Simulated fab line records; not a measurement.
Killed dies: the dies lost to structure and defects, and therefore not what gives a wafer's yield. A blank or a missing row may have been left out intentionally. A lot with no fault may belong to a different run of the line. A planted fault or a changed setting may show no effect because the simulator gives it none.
2 desks, one fault | flow nand-harc | only its own numbers are on each desk; what lay behind them is given at the end

AT THE METROLOGY DESK
What the gauges read for every lot (on any tool): the sampled wafers with a number, averaged. The brackets show how far a lot's mean lies from the usual mean; more than 4 standard deviations puts the lot out of limits, marked OUT.
Columns: A = thk-nm at NHARC_A_CHANNEL_FILL_D1_THK_MEAS_06, usual 5.1 nm
lot  | first seen here | A
L112 | day 11 09:10    | 4.2
L113 | day 11 22:10    | 5.9
L114 | day 12 14:38    | 3.8
L115 | day 12 22:40    | 4.9
L116 | day 13 17:55    | 5.2
L117 | day 13 17:55    | 5.1
L124 | day 16 09:14    | 5.5
L126 | day 17 06:18    | 6.1
L127 | day 17 21:35    | 5.0
L129 | day 18 16:26    | 5.3
L131 | day 19 11:41    | 5.1
L132 | day 20 02:47    | 5.2
Finding of this desk: none of the 12 lots has anything out of limits.

THE TOOL OWNER'S DESK: rie-si-02
The tool's own readings at NHARC_A_DECK1_JOINT_ETCHBACK_07 (etches the open film in HBr, target depth 105 nm, time 26.9 s): means of the sampled wafers that have a number, for each lot that ran on this tool. The brackets show how far a lot's mean lies from the usual mean; more than 4 standard deviations puts the lot out of limits, marked OUT.
Columns: A = drypump-motor-current-A at NHARC_A_DECK1_JOINT_ETCHBACK_07, usual 5.6 A; B = oes-product-au at NHARC_A_DECK1_JOINT_ETCHBACK_07, usual 1.002 a.u.; C = run-length-s at NHARC_A_DECK1_JOINT_ETCHBACK_07, usual 48.4 s; D = throttle-valve-pct at NHARC_A_DECK1_JOINT_ETCHBACK_07, usual 23.265 %
lot  | first seen here | A   | B     | C               | D
L112 | day 11 21:07    | 5.6 | 1.007 | 48.2            | 23.266
L113 | day 12 10:16    | 5.4 | 1.001 | 48.2            | 23.269
L115 | day 13 11:14    | 5.8 | 1.010 | 45.4 (-8.3) OUT | 23.266
L117 | day 14 05:43    | 5.2 | 0.984 | 41.1 (-20) OUT  | 23.263
L124 | day 17 02:16    | 5.9 | 0.994 | 48.4            | 23.268
L126 | day 17 18:01    | 5.6 | 0.988 | 48.3            | 23.266
Finding of this desk: L115, L117 out of limits; the first was L115 at day 13 11:14, on run-length-s at NHARC_A_DECK1_JOINT_ETCHBACK_07. L112, L113, L124, L126 stayed within limits.

ALL TOGETHER
On L115, L117, at day 13 11:14, an alarm was possible from the tool owner's desk.
Metrology desk: nothing out of limits seen.
The metrology desk has L115, L117 on record, within its limits.
NHARC_A_DECK1_JOINT_ETCHBACK_07 was run on rie-si-02 by each of the lots named.

WHAT HAD BEEN PUT IN BY THE SIMULATOR
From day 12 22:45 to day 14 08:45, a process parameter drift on rie-si-02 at NHARC_A_DECK1_JOINT_ETCHBACK_07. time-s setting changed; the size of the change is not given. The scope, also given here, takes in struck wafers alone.
Shown lots that were struck: L115, L117.
Time in hours from fault onset to the first out-of-limits reading at each desk: the tool owner's desk, 12.
